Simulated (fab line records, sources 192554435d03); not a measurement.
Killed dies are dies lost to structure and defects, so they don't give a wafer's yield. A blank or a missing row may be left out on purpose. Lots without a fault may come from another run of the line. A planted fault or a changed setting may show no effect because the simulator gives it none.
A struck lot beside a sound one | flow n5_finfet | 19 steps out of a route of 1938
Sound: wafers L264.2, L264.4, L264.5. Struck: wafers L279.3, L279.4, L279.5. The cause comes at the end.
At each step with rows: each side's tool, then ch and its chambers, then its first start. Under that, the readings that differ: sound wafers | struck wafers | difference of the means | sigmas: that difference in standard deviations of wafers without a fault.
alike: readings whose means differ by less than 2 such deviations, and words and numbers that are the same on both sides. not compared: withheld readings, readings that some wafer has no value for, bounds like >300 that may hide the same value, and numbers for which the record gives no deviation and whose values overlap.
The two part at a step that has a row with sigmas, a row that says differs or no value, or rows on one side only. Numbers that don't overlap but have no deviation are shown without sigmas and don't part them. A reading that every wafer of one side lacks parts them only if that side has two wafers or more.

first, 1 step without rows for these wafers: N5_MIM_TOP_LITHO_HARDBAKE_09 (time 120 s).
N5_MIM_TOP_LITHO_CD_MEAS_08: target cd 2000 nm.
  sound on cd_sem-01 ch 0, day 13 18:08; struck on cd_sem-01 ch 0, day 17 09:03
  alike: cd_nm
N5_MIM_TOP_LITHO_OVL_MEAS_11:
  sound on overlay-01 ch 0, day 13 18:10; struck on overlay-02 ch 0, day 17 09:05
  alike: MIM_TOP_OVL
N5_MIM_TOP_LITHO_INSPECT_12: inspects for defects (macro).
  sound on defect_inspect-01, day 13 18:11; struck on defect_inspect-02, day 17 09:07
  alike: raw_defect_count
N5_MIM_TOP_LITHO_DESCUM_10: chemistry O2, time 7.9 s.
  sound on rie_diel-05 ch 0,1, day 13 18:45; struck on rie_diel-05 ch 0,2, day 17 09:08
  alike: drypump_motor_current_A, o2_flow_sccm, oes_product_au, rf_vpp_V, showerhead_plenum_p_Torr, throttle_valve_pct
  not compared: rf_hours_counter_h
N5_MIM_TOP_ETCH_ETCH_00: etches TiN in Cl2/BCl3, target depth 38.5 nm.
  sound on rie_metal-01 ch 0,1, day 13 18:50; struck on rie_metal-01 ch 0,1, day 17 09:16
  alike: drypump_motor_current_A, mfc_ar_sccm, oes_ar_750_au, oes_product_au, throttle_valve_pct
  not compared: rf_hours_counter_h
N5_MIM_TOP_ETCH_STRIP_01: strips in O2.
  sound on rie_diel-01 ch 0,3, day 13 18:59; struck on rie_diel-06 ch 1,2, day 17 09:22
  alike: drypump_motor_current_A, o2_flow_sccm, oes_product_au, rf_vpp_V, showerhead_plenum_p_Torr, throttle_valve_pct
  not compared: rf_hours_counter_h
N5_MIM_TOP_ETCH_PECVD_03: deposits SiNx from SiH4/NH3/N2, target thk 20 nm, time 17.6 s.
  sound on pecvd-03 ch 0,1, day 13 19:02; struck on pecvd-03 ch 0,1, day 17 09:26
  alike: heater_power_w, showerhead_plenum_p_Torr, throttle_valve_pct
then, 4 steps without rows for these wafers: N5_MIM_BOT_LITHO_HMDS_01 (time 60 s); N5_MIM_BOT_LITHO_COAT_02; N5_MIM_BOT_LITHO_EBR_04; N5_MIM_BOT_LITHO_SOFTBAKE_03 (time 90 s).
N5_MIM_BOT_LITHO_EXPOSE_05: exposes mask MIM BOT.
  sound on krf_scanner-01 ch 0, day 13 19:22; struck on krf_scanner-01 ch 0, day 17 09:37
  reading              | sound                | struck               | difference | sigmas
  exposure_dose_mJ_cm2 | 24.265 24.248 24.231 | 24.973 24.977 24.981 | +0.729     | +30
  alike: mask
then, 3 steps without rows for these wafers: N5_MIM_BOT_LITHO_PEB_06; N5_MIM_BOT_LITHO_DEVELOP_07 (develop time 60 s); N5_MIM_BOT_LITHO_HARDBAKE_09 (time 120 s).
N5_MIM_BOT_LITHO_CD_MEAS_08: target cd 3000 nm.
  sound on cd_sem-01 ch 0, day 13 19:32; struck on cd_sem-01 ch 0, day 17 09:47
  reading    | sound                | struck               | difference | sigmas
  cd_nm (nm) | 2998.0 3000.2 2997.7 | 3007.1 3008.2 3006.3 | +8.6       | +4
N5_MIM_BOT_LITHO_OVL_MEAS_11:
  sound on overlay-02 ch 0, day 13 19:34; struck on overlay-02 ch 0, day 17 09:49
  alike: MIM_BOT_OVL
N5_PASSIVATION_PROBE_49:
  sound on prober-01, day 14 08:59; struck on prober-01, day 17 18:32
  alike: defect_limited_yield, killed_at_M0_to_M3, killed_at_M4_up, killed_at_contacts, killed_at_front_end, killed_at_other, killed_dies, killed_open, killed_short, sort_bin_5_function, sort_bin_6_memory, sort_n_pass, sort_yield_pct

WHERE THEY PART
First at N5_MIM_BOT_LITHO_EXPOSE_05; last, within this record, at N5_MIM_BOT_LITHO_CD_MEAS_08. Later steps at which nothing parts them and some readings are alike: N5_MIM_BOT_LITHO_OVL_MEAS_11, N5_PASSIVATION_PROBE_49.

WHY: what the simulator had put in
Process parameter drift: krf_scanner-01, from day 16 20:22 on, at N5_MIM_BOT_LITHO_EXPOSE_05. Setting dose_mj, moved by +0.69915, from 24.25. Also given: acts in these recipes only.
